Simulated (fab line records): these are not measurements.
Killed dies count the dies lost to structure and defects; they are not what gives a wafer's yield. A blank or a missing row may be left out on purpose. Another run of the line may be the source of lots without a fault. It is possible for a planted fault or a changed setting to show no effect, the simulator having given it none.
fab line records + flow nandHarc
record
- lots=6
- wafers=18
- lastDay=33
route steps=1302 shown A_DECK1_JOINT@539 A_ONON_D2@545 END@1302
lots untouched by any fault: they come from a run of this same line in which no faults occurred
startH: hours from the record's opening day to when the first of the lot's shown wafers began + waitH: hours from the lot's prior step to this one + " the same as in the row above + L1.1+2: a single row standing in for several wafers + - value missing, or start not given + * or withheld: withheld + < > ~ a bound
route shown NAME@n: names a module that has steps shown in the file, with the first one's number in the route + usual: mean/standard deviation taken from wafers without a fault + same: alike in all rows + chamber/n: place in a boat + sites: per-site readings + _std_site: standard deviation of those values + _edge_site: the outer-site mean with the inner-site mean subtracted + radiusMm: how far each site lies from the wafer's centre + mask NAME#n: copy n + behind: the tool/chamber that last shaped the wafer + hold: why the lot was held/for how many hours/how that ended + device: which transistor (n, p or np) failed to switch + end of line: tests of these same wafers at the route's end + a step with no rows: only its recipe + killed: the dies lost at the first sort to structure and to defects; this is not the yield of the wafer + map: shows each die of a wafer: x if killed, . if not, _ if none is there
set.NAME: the run value of the setting; set.NAME@STEP: its run value at that earlier step + model.NAME: the simulator's own value behind a step, which no gauge read
lots at some steps of the route; a table a step, a row a wafer
services: the hour from which a tool's chamber was out of use, counted from the record's first day as startH (under 0 if before that day), plus the number of hours and why
## steps
# step NHARC_A_DECK1_JOINT_CMP_02
# recipe
- material=SiOx
# usual
- motorCurrentA=11.8/0.62
| lot.wafer | tool   | chamber | startH | waitH | motorCurrentA |
|-----------|--------|---------|--------|-------|---------------|
| L598.2    | cmp-01 | 3       | 283.17 | 0.4   | 13.5          |
| L598.3    | "      | 1       | "      | "     | 12.3          |
| L598.6    | "      | 0       | "      | "     | 11.3          |
| L601.4    | cmp-02 | 1       | 324.28 | 0.4   | 12.3          |
| L601.2    | "      | 3       | "      | "     | 12.5          |
| L601.6    | "      | 2       | "      | "     | 11.3          |
| L602.3    | cmp-03 | 2       | 329.75 | 0.4   | 11.5          |
| L602.2    | "      | 0       | "      | "     | 11.8          |
| L602.1    | "      | 1       | "      | "     | 11.5          |
| L603.1    | cmp-02 | 3       | 360.00 | 0.6   | 12.3          |
| L603.3    | "      | 0       | "      | "     | 12.6          |
| L603.6    | "      | 1       | "      | "     | 12.2          |
| L617.4    | cmp-03 | 2       | 488.37 | 0.4   | 11.6          |
| L617.3    | "      | 3       | "      | "     | 11.5          |
| L617.5    | "      | 3       | "      | "     | 11.7          |
| L619.2    | cmp-01 | 1       | 502.14 | 0.4   | 11.4          |
| L619.5    | "      | 2       | "      | "     | 11.1          |
| L619.6    | "      | 3       | "      | "     | 13.3          |
# step NHARC_A_DECK1_JOINT_SRD_15
# step NHARC_A_DECK1_JOINT_DEP_16
# recipe
- targetThkA=450
- tempC=400
- pressureTorr=6.5
- rfW=900
- teosFlowSccm=161.4
- flowSccm=2650
- targetThkNm=45
- gas=O2
- material=SiO2
# usual
- heaterPowerW=557/88
- throttleValvePct=15.9/0.48
| lot.wafer | tool     | chamber | startH | waitH | heaterPowerW | throttleValvePct |
|-----------|----------|---------|--------|-------|--------------|------------------|
| L598.2    | pecvd-02 | 0       | 283.56 | 0.1   | 593          | 15.9             |
| L598.3    | "        | 2       | "      | "     | 465          | 15.7             |
| L598.6    | "        | 2       | "      | "     | 451          | 16.0             |
| L601.2    | pecvd-02 | 1       | 324.67 | 0.1   | 647          | 16.7             |
| L601.6    | "        | 2       | "      | "     | 412          | 16.0             |
| L601.4    | "        | 0       | "      | "     | 639          | 16.2             |
| L602.1    | pecvd-02 | 1       | 330.15 | 0.1   | 685          | 16.6             |
| L602.3    | "        | 2       | "      | "     | 516          | 15.9             |
| L602.2    | "        | 0       | "      | "     | 639          | 15.8             |
| L603.1    | pecvd-04 | 0       | 360.40 | 0.1   | 584          | 16.4             |
| L603.3    | "        | 1       | "      | "     | 619          | 15.6             |
| L603.6    | "        | 0       | "      | "     | 608          | 16.3             |
| L617.3    | pecvd-03 | 1       | 488.84 | 0.1   | 424          | 16.6             |
| L617.5    | "        | 2       | "      | "     | 385          | 15.5             |
| L617.4    | "        | 0       | "      | "     | 589          | 15.1             |
| L619.2    | pecvd-02 | 2       | 502.48 | 0.1   | 517          | 16.1             |
| L619.6    | "        | 2       | "      | "     | 510          | 16.3             |
| L619.5    | "        | 0       | "      | "     | 551          | 16.1             |
# step NHARC_A_DECK1_JOINT_THK_MEAS_17
# recipe
- thkMeasGauge=ellipsometry
# usual
- thkNm=44.9/1.1
| lot.wafer | tool         | chamber | startH | waitH | thkNm |
|-----------|--------------|---------|--------|-------|-------|
| L598.2    | filmMetro-01 | -       | 283.84 | 0.3   | 45.1  |
| L598.3    | "            | -       | "      | "     | 44.6  |
| L598.6    | "            | -       | "      | "     | 45.3  |
| L601.2    | filmMetro-02 | -       | 324.95 | 0.3   | 46.2  |
| L601.4    | "            | -       | "      | "     | 46.5  |
| L601.6    | "            | -       | "      | "     | 44.9  |
| L602.1    | filmMetro-01 | -       | 330.43 | 0.3   | 43.5  |
| L602.2    | "            | -       | "      | "     | 44.9  |
| L602.3    | "            | -       | "      | "     | 43.8  |
| L603.1    | filmMetro-01 | -       | 360.65 | 0.2   | 45.5  |
| L603.3    | "            | -       | "      | "     | 45.6  |
| L603.6    | "            | -       | "      | "     | 45.0  |
| L617.3    | filmMetro-01 | -       | 489.06 | 0.2   | 43.1  |
| L617.4    | "            | -       | "      | "     | 44.3  |
| L617.5    | "            | -       | "      | "     | 45.9  |
| L619.2    | filmMetro-02 | -       | 502.73 | 0.2   | 44.0  |
| L619.5    | "            | -       | "      | "     | 46.1  |
| L619.6    | "            | -       | "      | "     | 45.3  |
# step NHARC_A_DECK1_JOINT_INSPECT_05
# usual
- rawDefectCount=339/120
| lot.wafer | tool             | chamber | startH | waitH | rawDefectCount |
|-----------|------------------|---------|--------|-------|----------------|
| L598.2    | defectInspect-02 | -       | 283.88 | 0.0   | 505            |
| L598.3    | "                | -       | "      | "     | 253            |
| L598.6    | "                | -       | "      | "     | 255            |
| L601.2    | defectInspect-02 | -       | 324.98 | 0.0   | 266            |
| L601.4    | "                | -       | "      | "     | 385            |
| L601.6    | "                | -       | "      | "     | 551            |
| L602.1    | defectInspect-01 | -       | 330.47 | 0.0   | 306            |
| L602.2    | "                | -       | "      | "     | 588            |
| L602.3    | "                | -       | "      | "     | 638            |
| L603.1    | defectInspect-01 | -       | 360.69 | 0.0   | 513            |
| L603.3    | "                | -       | "      | "     | 379            |
| L603.6    | "                | -       | "      | "     | 383            |
| L617.3    | defectInspect-02 | -       | 489.10 | 0.0   | 303            |
| L617.4    | "                | -       | "      | "     | 317            |
| L617.5    | "                | -       | "      | "     | 246            |
| L619.2    | defectInspect-01 | -       | 502.77 | 0.0   | 239            |
| L619.5    | "                | -       | "      | "     | 383            |
| L619.6    | "                | -       | "      | "     | 339            |
# step NHARC_A_ONON_D2_DEP_00
# recipe
- targetThkA=10000
- n2FlowSccm=2750
- n2oFlowSccm=2000
- nh3FlowSccm=500
- sih4FlowSccm=210
- tempC=400
# step NHARC_A_ONON_D2_THK_MEAS_02
# recipe
- thkMeasGauge=ellipsometry
# usual
- thkNm=997/9
| lot.wafer | tool         | chamber | startH | waitH | thkNm |
|-----------|--------------|---------|--------|-------|-------|
| L598.2    | filmMetro-02 | -       | 284.45 | -     | 1025  |
| L598.3    | "            | -       | "      | "     | 1025  |
| L598.6    | "            | -       | "      | "     | 1026  |
| L601.2    | filmMetro-02 | -       | 325.57 | -     | 994   |
| L601.4    | "            | -       | "      | "     | 993   |
| L601.6    | "            | -       | "      | "     | 995   |
| L602.1    | filmMetro-02 | -       | 331.05 | -     | 986   |
| L602.2    | "            | -       | "      | "     | 989   |
| L602.3    | "            | -       | "      | "     | 987   |
| L603.1    | filmMetro-01 | -       | 361.26 | -     | 1008  |
| L603.3    | "            | -       | "      | "     | 1007  |
| L603.6    | "            | -       | "      | "     | 1006  |
| L617.3    | filmMetro-01 | -       | 489.67 | -     | 1002  |
| L617.4    | "            | -       | "      | "     | 1000  |
| L617.5    | "            | -       | "      | "     | 999   |
| L619.2    | filmMetro-01 | -       | 503.35 | -     | 991   |
| L619.5    | "            | -       | "      | "     | 993   |
| L619.6    | "            | -       | "      | "     | 991   |
# step NHARC_A_ONON_D2_DEP_03
# recipe
- targetThkA=10000
- n2FlowSccm=2750
- n2oFlowSccm=2000
- nh3FlowSccm=500
- sih4FlowSccm=210
- tempC=400
# step NHARC_A_ONON_D2_THK_MEAS_05
# recipe
- thkMeasGauge=ellipsometry
# usual
- thkNm=1000/14
| lot.wafer | tool         | chamber | startH | waitH | thkNm |
|-----------|--------------|---------|--------|-------|-------|
| L598.2    | filmMetro-01 | -       | 285.02 | -     | 990   |
| L598.3    | "            | -       | "      | "     | 990   |
| L598.6    | "            | -       | "      | "     | 992   |
| L601.2    | filmMetro-02 | -       | 326.13 | -     | 1013  |
| L601.4    | "            | -       | "      | "     | 1011  |
| L601.6    | "            | -       | "      | "     | 1010  |
| L602.1    | filmMetro-02 | -       | 331.62 | -     | 975   |
| L602.2    | "            | -       | "      | "     | 976   |
| L602.3    | "            | -       | "      | "     | 978   |
| L603.1    | filmMetro-02 | -       | 361.84 | -     | 995   |
| L603.3    | "            | -       | "      | "     | 994   |
| L603.6    | "            | -       | "      | "     | 996   |
| L617.3    | filmMetro-02 | -       | 490.23 | -     | 1013  |
| L617.4    | "            | -       | "      | "     | 1013  |
| L617.5    | "            | -       | "      | "     | 1013  |
| L619.2    | filmMetro-02 | -       | 503.91 | -     | 974   |
| L619.5    | "            | -       | "      | "     | 974   |
| L619.6    | "            | -       | "      | "     | 975   |
# step NHARC_A_ONON_D2_DEP_06
# recipe
- targetThkA=10000
- n2FlowSccm=2750
- n2oFlowSccm=2000
- nh3FlowSccm=500
- sih4FlowSccm=210
- tempC=400
# step NHARC_A_ONON_D2_THK_MEAS_08
# recipe
- thkMeasGauge=ellipsometry
# usual
- thkNm=1001/12
| lot.wafer | tool         | chamber | startH | waitH | thkNm |
|-----------|--------------|---------|--------|-------|-------|
| L598.2    | filmMetro-01 | -       | 285.58 | -     | 995   |
| L598.3    | "            | -       | "      | "     | 993   |
| L598.6    | "            | -       | "      | "     | 993   |
| L601.2    | filmMetro-01 | -       | 326.70 | -     | 1000  |
| L601.4    | "            | -       | "      | "     | 1001  |
| L601.6    | "            | -       | "      | "     | 1001  |
| L602.1    | filmMetro-01 | -       | 332.18 | -     | 997   |
| L602.2    | "            | -       | "      | "     | 1000  |
| L602.3    | "            | -       | "      | "     | 998   |
| L603.1    | filmMetro-01 | -       | 362.40 | -     | 995   |
| L603.3    | "            | -       | "      | "     | 997   |
| L603.6    | "            | -       | "      | "     | 997   |
| L617.3    | filmMetro-02 | -       | 490.81 | -     | 1005  |
| L617.4    | "            | -       | "      | "     | 1003  |
| L617.5    | "            | -       | "      | "     | 1002  |
| L619.2    | filmMetro-02 | -       | 504.48 | -     | 1017  |
| L619.5    | "            | -       | "      | "     | 1014  |
| L619.6    | "            | -       | "      | "     | 1015  |
# step NHARC_A_ONON_D2_DEP_09
# recipe
- targetThkA=10000
- n2FlowSccm=2750
- n2oFlowSccm=2000
- nh3FlowSccm=500
- sih4FlowSccm=210
- tempC=400
| lot.wafer  | tool         | chamber | startH | waitH |
|------------|--------------|---------|--------|-------|
| L598.2+3+6 | pecvdOnon-04 | 0       | 285.70 | 0.1   |
| L601.2+4+6 | pecvdOnon-02 | 0       | 326.82 | 0.1   |
| L602.1+2+3 | pecvdOnon-02 | 0       | 332.24 | 0.1   |
| L603.1+3+6 | pecvdOnon-01 | 0       | 362.46 | 0.1   |
| L617.3+4+5 | pecvdOnon-01 | 0       | 490.98 | 0.2   |
| L619.2+5+6 | pecvdOnon-01 | 0       | 504.59 | 0.1   |
# step NHARC_A_ONON_D2_THK_MEAS_11
# recipe
- thkMeasGauge=ellipsometry
# usual
- thkNm=1001/12
| lot.wafer | tool         | chamber | startH | waitH | thkNm |
|-----------|--------------|---------|--------|-------|-------|
| L598.2    | filmMetro-02 | -       | 286.15 | -     | 987   |
| L598.3    | "            | -       | "      | "     | 988   |
| L598.6    | "            | -       | "      | "     | 987   |
| L601.2    | filmMetro-01 | -       | 327.26 | -     | 1003  |
| L601.4    | "            | -       | "      | "     | 1005  |
| L601.6    | "            | -       | "      | "     | 1005  |
| L602.1    | filmMetro-01 | -       | 332.75 | -     | 991   |
| L602.2    | "            | -       | "      | "     | 990   |
| L602.3    | "            | -       | "      | "     | 992   |
| L603.1    | filmMetro-01 | -       | 362.97 | -     | 992   |
| L603.3    | "            | -       | "      | "     | 992   |
| L603.6    | "            | -       | "      | "     | 992   |
| L617.3    | filmMetro-02 | -       | 491.37 | -     | 934   |
| L617.4    | "            | -       | "      | "     | 935   |
| L617.5    | "            | -       | "      | "     | 936   |
| L619.2    | filmMetro-01 | -       | 505.05 | -     | 960   |
| L619.5    | "            | -       | "      | "     | 959   |
| L619.6    | "            | -       | "      | "     | 960   |
# step NHARC_A_ONON_D2_DEP_12
# recipe
- targetThkA=10000
- n2FlowSccm=2750
- n2oFlowSccm=2000
- nh3FlowSccm=500
- sih4FlowSccm=210
- tempC=400
# step NHARC_END_SORT_01
# recipe
- tempC=25
# usual
- killedAtArray=59/19
- killedAtOther=1.0/1.1
- killedAtPeriphery=3.8/2.4
- killedDies=64/19
- killedOpen=3.3/2
- killedShort=2.4/1.6
# same
- grossDies=677
| lot.wafer | tool      | chamber | startH | waitH | killedAtArray | killedAtOther | killedAtPeriphery | killedDies | killedOpen | killedShort |
|-----------|-----------|---------|--------|-------|---------------|---------------|-------------------|------------|------------|-------------|
| L598.2    | prober-01 | 0       | 572.17 | 2.8   | 50            | 0             | 3                 | 53         | 4          | 1           |
| L598.3    | prober-01 | 0       | 572.96 | 3.1   | 47            | 0             | 4                 | 51         | 2          | 1           |
| L598.6    | prober-01 | 0       | 575.33 | 3.9   | 62            | 1             | 1                 | 64         | 2          | 1           |
| L602.1    | prober-02 | 0       | 619.09 | 2.5   | 73            | 0             | 5                 | 78         | 3          | 1           |
| L602.2    | prober-02 | 0       | 619.88 | 2.8   | 85            | 4             | 8                 | 97         | 0          | 4           |
| L602.3    | prober-02 | 0       | 620.68 | 3.1   | 69            | 0             | 6                 | 75         | 2          | 1           |
| L603.3    | prober-02 | 0       | 671.01 | 3.1   | 35            | 0             | 1                 | 36         | 7          | 0           |
| L619.2    | prober-02 | 0       | 787.56 | 2.8   | 65            | 1             | 3                 | 69         | 2          | 2           |
| L619.5    | prober-02 | 0       | 789.95 | 3.7   | 42            | 0             | 2                 | 44         | 2          | 3           |
| L619.6    | prober-02 | 0       | 790.75 | 4.0   | 52            | 0             | 4                 | 56         | 2          | 3           |
# killed by level:class
L598.2 A_CHANNEL_HOLE_D1:chamberFilmFlake=34 A_CHANNEL_HOLE_D2:chamberFilmFlake=5 A_STAIRCASE:chamberFilmFlake=5 P_M2:geometricParticle:open=1 A_ONON_D2:geometricParticle:short=1 A_CHANNEL_FILL_D2:geometricParticle:open=1 A_SGD_CUT:geometricParticle:open=1 A_M0:geometricParticle:open=1
L598.3 A_CHANNEL_HOLE_D1:chamberFilmFlake=26 A_CHANNEL_HOLE_D2:chamberFilmFlake=14 P_BONDPAD:chamberFilmFlake=2 A_CHANNEL_FILL_D1:chamberFilmFlake=2 P_M2:geometricParticle:open=1 A_CHANNEL_FILL_D1:geometricParticle:short=1 A_CHANNEL_FILL_D2:geometricParticle:open=1 P_ZERO_WELL:chamberFilmFlake=1
L598.6 A_CHANNEL_HOLE_D1:chamberFilmFlake=41 A_CHANNEL_HOLE_D2:chamberFilmFlake=9 A_STAIRCASE:chamberFilmFlake=3 A_WL_FILL:chamberFilmFlake=2 A_CHANNEL_HOLE_D1:geometricParticle:short=1 A_DECK1_JOINT:geometricParticle:open=1 A_M0:geometricParticle:open=1 P_BONDPAD:chamberFilmFlake=1
L602.1 A_CHANNEL_HOLE_D1:chamberFilmFlake=31 A_SLIT:chamberFilmFlake=26 A_CHANNEL_HOLE_D2:chamberFilmFlake=8 P_BONDPAD:chamberFilmFlake=3 P_M0:chamberFilmFlake=2 A_CONTACT:chamberFilmFlake=2 A_CHANNEL_FILL_D1:geometricParticle:open=1 A_CHANNEL_FILL_D1:geometricParticle:short=1
L602.2 A_SLIT:chamberFilmFlake=31 A_CHANNEL_HOLE_D1:chamberFilmFlake=30 A_CHANNEL_HOLE_D2:chamberFilmFlake=8 A_CONTACT:chamberFilmFlake=8 P_BONDPAD:chamberFilmFlake=5 THIN_TSV:chamberFilmFlake=4 A_M1:chamberFilmFlake=3 P_M0:geometricParticle:short=2
L602.3 A_SLIT:chamberFilmFlake=27 A_CHANNEL_HOLE_D1:chamberFilmFlake=23 A_CHANNEL_HOLE_D2:chamberFilmFlake=9 A_CONTACT:chamberFilmFlake=5 P_STI:chamberFilmFlake=2 P_BONDPAD:chamberFilmFlake=2 A_STAIRCASE:chamberFilmFlake=2 P_M1:geometricParticle:short=1
L603.3 A_CHANNEL_HOLE_D2:chamberFilmFlake=15 A_CHANNEL_HOLE_D1:chamberFilmFlake=5 A_SLIT:chamberFilmFlake=4 A_CONTACT:chamberFilmFlake=4 A_WL_FILL:geometricParticle:open=2 A_BLC:geometricParticle:open=2 P_CONTACT:geometricParticle:open=1 A_ONON_D1:geometricParticle:open=1
L619.2 A_SLIT:chamberFilmFlake=29 A_CHANNEL_HOLE_D1:chamberFilmFlake=23 A_CONTACT:chamberFilmFlake=8 P_GATE:geometricParticle:open=1 A_STAIRCASE:geometricParticle:short=1 A_STAIRCASE:geometricParticle:open=1 A_M1:geometricParticle:short=1 P_ZERO_WELL:chamberFilmFlake=1
L619.5 A_SLIT:chamberFilmFlake=14 A_CHANNEL_HOLE_D1:chamberFilmFlake=11 A_CONTACT:chamberFilmFlake=9 A_DECK1_JOINT:chamberFilmFlake=2 P_M1:geometricParticle:short=1 A_ONON_D2:geometricParticle:short=1 A_CHANNEL_FILL_D2:geometricParticle:short=1 A_CONTACT:geometricParticle:open=1
L619.6 A_SLIT:chamberFilmFlake=35 A_CHANNEL_HOLE_D1:chamberFilmFlake=8 A_CONTACT:chamberFilmFlake=3 P_GATE:geometricParticle:open=1 P_M2:geometricParticle:open=1 A_CHANNEL_FILL_D1:geometricParticle:short=1 A_CHANNEL_FILL_D2:geometricParticle:short=1 A_WL_FILL:geometricParticle:short=1
## services
| tool         | chamber | startH | hours | kind   |
|--------------|---------|--------|-------|--------|
| cmp-03       | -       | 260.14 | 4.0   | pm     |
| pecvdOnon-01 | -       | 269.67 | 13.0  | pm     |
| cmp-03       | -       | 274.19 | 1.3   | repair |
| cmp-01       | -       | 283.50 | 4.0   | pm     |
| cmp-02       | -       | 289.89 | 0.8   | repair |
| pecvdOnon-02 | -       | 290.64 | 2.7   | repair |
| cmp-01       | -       | 303.28 | 34.9  | repair |
| cmp-02       | -       | 331.19 | 4.0   | pm     |
| cmp-02       | -       | 337.48 | 2.6   | repair |
| pecvd-02     | -       | 337.71 | 0.7   | repair |
| cmp-03       | -       | 343.34 | 1.6   | repair |
| cmp-02       | -       | 347.02 | 1.2   | repair |
| cmp-03       | -       | 356.85 | 1.6   | repair |
| cmp-03       | -       | 358.46 | 4.0   | pm     |
| pecvdOnon-02 | -       | 366.09 | 13.0  | pm     |
| cmp-02       | -       | 366.15 | 1.1   | repair |
| cmp-03       | -       | 371.44 | 1.4   | repair |
| cmp-01       | -       | 381.50 | 4.0   | pm     |
| pecvd-02     | -       | 384.86 | 1.8   | repair |
| cmp-02       | -       | 385.70 | 5.4   | repair |
| cmp-01       | -       | 393.07 | 3.4   | repair |
| pecvd-02     | -       | 408.63 | 13.0  | pm     |
| pecvd-02     | 2       | 440.83 | 4.9   | repair |
| pecvdOnon-01 | -       | 450.67 | 13.0  | pm     |
## key
firstSign
- step=NHARC_A_ONON_D2_THK_MEAS_11
- reading=thkNm
- direction=down
- sigmas=4.4
- usual=1001
- struck=947
effect none on later readings
metAt NHARC_A_ONON_D2_DEP_09
struckWafers L617.3,L617.4,L617.5,L619.2,L619.5,L619.6
testerLeftOut L617,L619
onsetBetween 362.46 490.98
alsoFits time
fault
- kind=processParameterDrift
- tool=pecvdOnon-01
- chamber=-
- onsetH=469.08
- steps=NHARC_A_ONON_D2_DEP_09
- channel=targetThkA
- offset=*
- shape=step
- endH=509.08
- actsIn=*
- stated=*
# testerLeftOut: of these lots the tester's yield and bins aren't shown, on N5 and GAA mostly nor the transistor test; their killed dies are dies lost to structure and defects alone, not to doping, threshold or leakage, so they don't give the yield
